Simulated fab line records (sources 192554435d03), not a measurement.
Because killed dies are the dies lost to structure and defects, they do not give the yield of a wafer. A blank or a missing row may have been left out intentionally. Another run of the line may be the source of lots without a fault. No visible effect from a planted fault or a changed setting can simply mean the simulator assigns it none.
Split-lot study	flow n5Finfet	7 lots, 21 wafers read, on a route of 1938 steps

ABOUT THE SPLIT
At N5_BEOL_M13_SPUTTER_43 (material TaN, target thk 15 nm, time 24.19 s), the setting timeS was moved away from the recipe's 24.19 s on 9 of the 21 wafers read, by -11.5% to +14.4%. The other wafers ran this setting at the recipe's value.

The split's own step is where the reading is taken.

THE READING
TaN_of_BEOL_M13_SPUTTER_43.thkNm (the simulator's own value, which no gauge read), in nm, at N5_BEOL_M13_SPUTTER_43 (material TaN, target thk 15 nm, time 24.19 s). The file gives no usual value for it. Here, 12 wafers ran the recipe; their average is 14.8 nm with a standard deviation of 0.2 nm.

wafer	tool, chamber at the split	timeS as run, s	against the recipe	TaN_of_BEOL_M13_SPUTTER_43.thkNm, nm	against lot-mates on the recipe
L074.3	pvdSputter-02, -	24.19	recipe	15	-
L074.4	pvdSputter-02, -	23.05	-4.7%	14.4	-0.6
L074.6	pvdSputter-02, -	23.05	-4.7%	14.2	-0.8
L076.3	pvdSputter-01, -	21.41	-11.5%	13.2	-1.6
L076.4	pvdSputter-01, -	21.41	-11.5%	13	-1.8
L076.6	pvdSputter-01, -	24.19	recipe	14.8	-
L081.2	pvdSputter-01, -	27.68	+14.4%	17.2	+2.4
L081.3	pvdSputter-01, -	27.68	+14.4%	17.2	+2.4
L081.4	pvdSputter-01, -	24.19	recipe	14.8	-
L084.3	pvdSputter-02, -	23.15	-4.3%	14.2	-0.8
L084.5	pvdSputter-02, -	23.15	-4.3%	14.2	-0.8
L084.4	pvdSputter-02, -	24.19	recipe	15	-
L094.4	pvdSputter-01, -	24.19	recipe	15	-
L094.5	pvdSputter-01, -	24.19	recipe	15	-
L094.6	pvdSputter-01, -	24.19	recipe	15.2	-
L096.4	pvdSputter-01, -	24.19	recipe	14.6	-
L096.5	pvdSputter-01, -	24.19	recipe	14.8	-
L096.6	pvdSputter-01, -	21.96	-9.2%	13.6	-1.1
L095.1	pvdSputter-02, -	24.19	recipe	14.6	-
L095.4	pvdSputter-02, -	24.19	recipe	14.6	-
L095.5	pvdSputter-02, -	24.19	recipe	14.6	-

THE FIT
A straight line over all 21 wafers: TaN_of_BEOL_M13_SPUTTER_43.thkNm changes by +0.155 nm for each +1% of timeS; r = +0.98; the points scatter about the line by 0.18 nm.
The same after taking each lot's own level away (the mean of its wafers on the recipe; 21 wafers): +0.157 nm for each +1%; r = +0.99; scatter 0.12 nm.
That fit puts the effect of the largest move of timeS on the reading at 2.3 nm.
Measured against the standard deviation above, the lots' own levels, which go from 14.60 to 15.07 nm, span 2.4 times it.
Consequently the slope shifts little with the lot-to-lot level, the two slopes agreeing.
Check: +2.23 nm against its lot-mates is what the line predicts for one of the wafers moved furthest among these (+14.4%) when that wafer is left out of the fit. It came out at +2.4 nm against them.

FURTHER SPLITS ON THESE WAFERS
Note: prior to the reading, these wafers also went through further splits. Each is held against what the fit with the lots' levels taken away leaves over:
other split on the same wafers	wafers away from the commonest value	r with TaN_of_BEOL_M13_SPUTTER_43.thkNm (lot level and that fit taken away)
N5_BEOL_M12_TRENCH_ETCH_34 timeS	7	+0.12

THE FILE'S OWN FIT
TaN_of_BEOL_M13_SPUTTER_43.thkNm changes by +0.152 nm for each +1% of timeS, r = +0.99.
